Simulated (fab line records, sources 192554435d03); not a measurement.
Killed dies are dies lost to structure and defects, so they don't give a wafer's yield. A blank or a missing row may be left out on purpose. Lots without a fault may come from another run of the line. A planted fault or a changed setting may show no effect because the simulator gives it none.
Problem report in the 8D (eight disciplines) form, filled by code | flow n5_finfet | the parts of the form that need people (team, actions taken, sign-off) are left out

1. THE PROBLEM
run_length_s at N5_SD_EPI_N_COAT_32 reads a mean of 69.14 s on 3 wafers of 3 lots; wafers without a fault read 66.07 s with a standard deviation of 0.19. That is +16 standard deviations from the usual mean.
The step: time 60 s, resist thk 350 nm.
First seen on wafer L724.3, day 4 06:17, on litho_track-04. The record holds 30 wafers of 11 lots with a number at this step. Rule for "out", or "out of limits": more than 4 standard deviations from the usual mean. The other wafers with a number count as sound.

2. WHAT IT IS AND WHAT IT IS NOT
question                    | is                     | is not
which readings at this step | run_length_s           | -
which lots                  | L724, L726, L728       | L719, L720, L721, L732, L738, L739, L741, L742
which wafers of those lots  | L724.3, L726.6, L728.6 | L724.1, L726.4, L728.4
read on which tools         | litho_track-04         | litho_track-01, litho_track-02
when                        | from day 4 06:17       | up to then (10 sound wafers); but 17 sound wafers of L726, L728, L732, L738, L739, L741, L742 came after

3. SUSPECTS, AND WHAT RULES EACH OUT
Counting: a tool at a process step up to the reading stays a suspect if it ran every lot that is out. Sound lots after the first of them don't rule it out here, since some wafers of a struck lot are sound.
- litho_track-04 at N5_SD_EPI_N_COAT_32 (time 60 s, resist thk 350 nm): kept. It ran every lot that is out, first L724 (day 4 06:17); its last sound lot up to then is L721 (day 3 13:29). Its own readings are out on those wafers: run_length_s.
Left after counting: litho_track-04 at N5_SD_EPI_N_COAT_32.

4. THE CAUSE (what the simulator had put in)
Process parameter drift: litho_track-04, from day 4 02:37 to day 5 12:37, at N5_SD_EPI_N_COAT_32. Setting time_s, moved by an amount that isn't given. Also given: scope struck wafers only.
Counting left only this tool.

5. THE CHAIN OF EFFECTS, in route order
Each row: a reading whose mean over the struck wafers that have a number lies more than 3 standard deviations from the usual. Only readings for which the record gives a usual standard deviation are gone through. hours: the time from each lot's start at the first step in this table that gives one to its start at this step, as a median over the lots. sigmas: the change in usual standard deviations.
hours | step                | reading      | usual   | on struck wafers | change | sigmas
0     | N5_SD_EPI_N_COAT_32 | run_length_s | 66.07 s | 69.14            | +3.07  | +16
The process steps in it:
- N5_SD_EPI_N_COAT_32: time 60 s, resist thk 350 nm.
Later measuring or inspecting steps at which every struck wafer that the step has a row for has a number for every such reading, and none has moved that far: N5_SD_EPI_N_INSPECT_11, N5_BEOL_M4_RC_MEAS_101.

6. WHAT WOULD HAVE CAUGHT IT SOONER
In this record the first reading out of limits was taken at day 4 06:17, 4 hours after the fault began at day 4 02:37.
